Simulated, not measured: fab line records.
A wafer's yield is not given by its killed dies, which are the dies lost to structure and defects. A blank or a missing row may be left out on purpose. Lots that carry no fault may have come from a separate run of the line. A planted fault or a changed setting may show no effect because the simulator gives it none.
One fault seen from 3 desks	flow n5_finfet	every desk sees just its own numbers, and what lay behind them comes last

## THE DEFECT DESK
Inspection counts along the route, by lot: the mean over sampled wafers that carry a number. A lot is out of limits, marked OUT, if its mean lies more than 4 standard deviations from the usual mean; the brackets give that distance.
Columns: A = raw_defect_count at N5_BEOL_M10_INSPECT_58, usual 70
lot	first seen here	A
L280	day 10 10:16	65
L282	day 11 03:50	91
L287	day 12 02:50	79
L286	day 12 08:24	93
L291	day 13 06:43	63
L295	day 14 07:04	72
L298	day 15 03:44	1510 (+69) OUT
L299	day 15 10:40	1189 (+53) OUT
L301	day 15 14:39	72
This desk finds L298, L299 out of limits, L298 being first, at day 15 03:44 (raw_defect_count at N5_BEOL_M10_INSPECT_58). Within limits: L280, L282, L287, L286, L291, L295, L301.

## THE TOOL OWNER'S DESK: cmp-01
The tool's own readings at N5_BEOL_M10_CMP_52 (polishes, stops on SiCOH lowk, t overpolish 7 s, target thk 140 nm): means of the sampled wafers that have a number, for each lot that ran on this tool. A lot is out of limits, marked OUT, if its mean lies more than 4 standard deviations from the usual mean; the brackets give that distance.
Columns: A = barrier_field_endpoint_s at N5_BEOL_M10_CMP_52, usual 29.1 s; B = clearing_platen_down_force_psi at N5_BEOL_M10_CMP_52, usual 1.5000 psi; C = motor_current_A at N5_BEOL_M10_CMP_52, usual 6.1 A; D = overpolish_run_s at N5_BEOL_M10_CMP_52, usual 7.001 s; E = time_to_endpoint_s at N5_BEOL_M10_CMP_52, usual 66.1 s
lot	first seen here	A	B	C	D	E
L280	day 10 09:49	28.7	1.5007	6.6	7.007	66.6
L291	day 13 06:17	29.4	1.4990	6.6	6.995	66.1
L295	day 14 06:37	29.4	1.5011	6.6	6.995	66.1
L298	day 15 03:20	41.1 (+19) OUT	1.5000	6.4	2.363 (-99 or more) OUT	79.3 (+5.3) OUT
L299	day 15 10:15	38.1 (+14) OUT	1.4989	6.9	3.522 (-99 or more) OUT	77.0 (+4.4) OUT
This desk finds L298, L299 out of limits, L298 being first, at day 15 03:20 (barrier_field_endpoint_s at N5_BEOL_M10_CMP_52). Within limits: L280, L291, L295.

## AT THE METROLOGY DESK
Lot by lot, what the gauges showed, no matter which tool ran the lot: averages of those sampled wafers that carry a number. A lot is out of limits, marked OUT, if its mean lies more than 4 standard deviations from the usual mean; the brackets give that distance. It has 11 readings, of which 7 appear: the earliest out of limits, and the ones furthest out on some lot.
Columns: A = IOFF_N at N5_BEOL_M4_RC_MEAS_101, usual 0.153 nA/um; B = ION_N at N5_BEOL_M4_RC_MEAS_101, usual 672 uA/um; C = ION_P at N5_BEOL_M4_RC_MEAS_101, usual 463 uA/um; D = SS_N at N5_BEOL_M4_RC_MEAS_101, usual 71.5 mV/dec; E = VT_N at N5_BEOL_M4_RC_MEAS_101, usual 250.6 mV; F = VT_P at N5_BEOL_M4_RC_MEAS_101, usual -249 mV; G = M10_THK at N5_BEOL_M10_THK_MEAS_53, usual 139.1 nm
lot	first seen here	A	B	C	D	E	F	G
L280	day 8 07:58	0.175	672	461	72.3	248.1	-247	140.8
L282	day 8 22:47	0.152	668	453	71.7	251.6	-255	138.8
L287	day 9 22:13	0.158	671	458	71.4	248.9	-251	139.3
L286	day 10 03:40	0.138	671	464	71.5	252.5	-252	140.5
L291	day 11 04:24	0.161	678	459	71.2	249.9	-251	139.1
L295	day 12 01:34	0.163	671	464	72.0	251.4	-245	140.1
L298	day 12 23:07	0.122	664	458	71.3	254.2	-252	219.0 (+38) OUT
L299	day 13 09:07	0.166	688	474	71.4	251.1	-247	201.6 (+30) OUT
L301	day 13 14:23	0.157	673	463	71.2	249.6	-249	136.6
This desk's finding: out of limits on L298, L299; first on L298, day 15 03:34 (M10_THK at N5_BEOL_M10_THK_MEAS_53). Within limits: L280, L282, L287, L286, L291, L295, L301.

## ALL TOGETHER
An alarm could have come from the tool owner's desk at day 15 03:20, on L298, L299.
An alarm was possible from the metrology desk at day 15 03:34, on L298, L299.
The defect desk could have raised an alarm at day 15 03:44, on L298, L299.
Of the lots named, all ran N5_BEOL_M10_CMP_52 on cmp-01.

## WHAT THE SIMULATOR HAD PUT IN
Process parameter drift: cmp-01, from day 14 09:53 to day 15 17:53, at N5_BEOL_M10_CMP_52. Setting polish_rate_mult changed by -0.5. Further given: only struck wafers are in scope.
Struck lots among those shown: L298, L299.
Hours from the fault's start to each desk's first reading out of limits: the tool owner's desk, 17; the metrology desk, 18; the defect desk, 18.
